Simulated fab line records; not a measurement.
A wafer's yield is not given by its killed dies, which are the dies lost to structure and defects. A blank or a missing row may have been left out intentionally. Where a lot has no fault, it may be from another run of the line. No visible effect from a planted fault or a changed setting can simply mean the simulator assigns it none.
A struck lot beside a sound one :: flow n5Finfet :: 20 steps out of a route of 1938
Sound: wafers L954.1, L954.2, L954.5. Wafers L956.1, L956.2, L956.5 were the ones struck. The cause comes at the end.
Order at every step that has rows: each side's tool, ch and its chambers, its first start. Under that, the readings that differ: sound wafers :: struck wafers :: difference of the means :: sigmas: that difference in standard deviations of wafers without a fault.
alike: same words and numbers on both sides, and readings whose means sit less than 2 such deviations apart. not compared: any withheld reading, any reading some wafer has no value for, any bound like >300 that may hide the same value, and any number with overlapping values for which the record gives no deviation.
Wherever a step has rows on one side only, a row that says differs or no value, or a row with sigmas, the two part there. Numbers that have no deviation but don't overlap get no sigmas and don't part them. A reading missing from all wafers of one side parts the sides only when that side holds two or more wafers.

N5_WELL_APT_RTA_34: time 10 s.
  sound on rtpAnneal-01 ch 0, day 2 09:48; struck on rtpAnneal-01 ch 0, day 2 22:10
  alike: lampPowerPct, wafer_temp_C_max
then, 4 steps without rows for these wafers: N5_WELL_APT_OXIDE_STRIP_42 (strips SiO2 in dHF, time 45 s, target depth 12 nm); N5_WELL_APT_PRECLEAN_36 (cleans in O3/DIW, time 45 s); N5_WELL_APT_PRECLEAN_39 (cleans in dHF, time 60 s); N5_WELL_APT_SRD_37 (time 30 s).
N5_WELL_APT_EPI_41: deposits Si from SiH4/H2, target thk 50 nm, time 297.7 s.
  sound on epiRpcvd-03 ch 0, day 2 10:02; struck on epiRpcvd-04 ch 0, day 2 22:25
reading: throttleValvePct (%)
sound: 11.46 11.94 11.60
struck: 10.91 11.36 11.09
difference: -0.55
sigmas: -2
  alike: chamberPressureTorr
N5_WELL_APT_INSPECT_38: inspects for defects (darkfield).
  sound on defectInspect-02, day 2 10:53; struck on defectInspect-01, day 2 23:04
  alike: rawDefectCount
N5_PMOS_HMC_CHANNEL_EPI_HM_DEP_34: deposits SiO2 from TEOS/O2, target thk 36 nm, time 6.9 s.
  sound on pecvd-01 ch 1,2, day 2 10:55; struck on pecvd-02 ch 0,2, day 2 23:06
  alike: chamberPressureTorr, heaterPowerW, rfFwdPowerW, showerheadPlenumPTorr, throttleValvePct
then, 4 steps without rows for these wafers: N5_PMOS_HMC_CHANNEL_EPI_COAT_31 (time 60 s, resist thk 66 nm); N5_PMOS_HMC_CHANNEL_EPI_COAT_03 (resist thk 205 nm); N5_PMOS_HMC_CHANNEL_EPI_EBR_05; N5_PMOS_HMC_CHANNEL_EPI_SOFTBAKE_04 (time 60 s).
N5_PMOS_HMC_CHANNEL_EPI_EXPOSE_06: exposes mask PMOS HMC BLK, target cd 240 nm.
  sound on arfiScanner-02 ch 0, day 2 11:11; struck on arfiScanner-02 ch 0, day 2 23:23
reading: model.PMOS_HMC_CHANNEL_EPI.overlayXNm (nm)
sound: -0.1692 -0.1692 -0.1692
struck: 64.69 64.69 64.69
difference: +64.86
sigmas: 
  alike: mask
then, 2 steps without rows for these wafers: N5_PMOS_HMC_CHANNEL_EPI_PEB_07 (peb time 60 s); N5_PMOS_HMC_CHANNEL_EPI_DEVELOP_08 (develop time 30 s).
N5_PMOS_HMC_CHANNEL_EPI_CD_MEAS_09: target cd 237.4 nm.
  sound on cdSem-03 ch 0, day 2 11:19; struck on cdSem-02 ch 0, day 2 23:31
  alike: cdNm
N5_PMOS_HMC_CHANNEL_EPI_OVL_MEAS_10:
  sound on overlay-02 ch 0, day 2 11:21; struck on overlay-01 ch 0, day 2 23:33
reading: PMOS_HMC_BLK_OVL (nm)
sound: 0.0 -0.1 1.0
struck: 69.7 71.2 70.4
difference: +70.1
sigmas: +86
N5_PMOS_HMC_CHANNEL_EPI_INSPECT_11: inspects for defects (macro).
  sound on defectInspect-01, day 2 11:22; struck on defectInspect-01, day 2 23:34
reading: rawDefectCount
sound: 4 5 5
struck: 1 3 0
difference: -3
sigmas: -2
-- the record jumps here: 6 days lie between the struck wafers' starts before and after (it left off in module PMOS_HMC_CHANNEL_EPI and takes up again in module BEOL_M4, whose first step shown is number 1111 of the route) --
N5_BEOL_M4_RC_MEAS_101:
  sound on prober-02 ch 0, day 8 13:54; struck on prober-02 ch 0, day 9 05:20
reading: DIBL_P (mV/V)
sound: 30.0 36.0 37.4
struck: 39.5 39.1 39.8
difference: +5.0
sigmas: +2
  alike: DIBL_N, IOFF_N, IOFF_P, ION_N, ION_P, SS_N, SS_P, VT_N, VT_P
after that, 1 step had no rows for these wafers: N5_PASSIVATION_PROBE_49.

WHERE THEY PART
At N5_WELL_APT_EPI_41 first; at N5_BEOL_M4_RC_MEAS_101 last (within this record only).

WHY: what had been put in by the simulator
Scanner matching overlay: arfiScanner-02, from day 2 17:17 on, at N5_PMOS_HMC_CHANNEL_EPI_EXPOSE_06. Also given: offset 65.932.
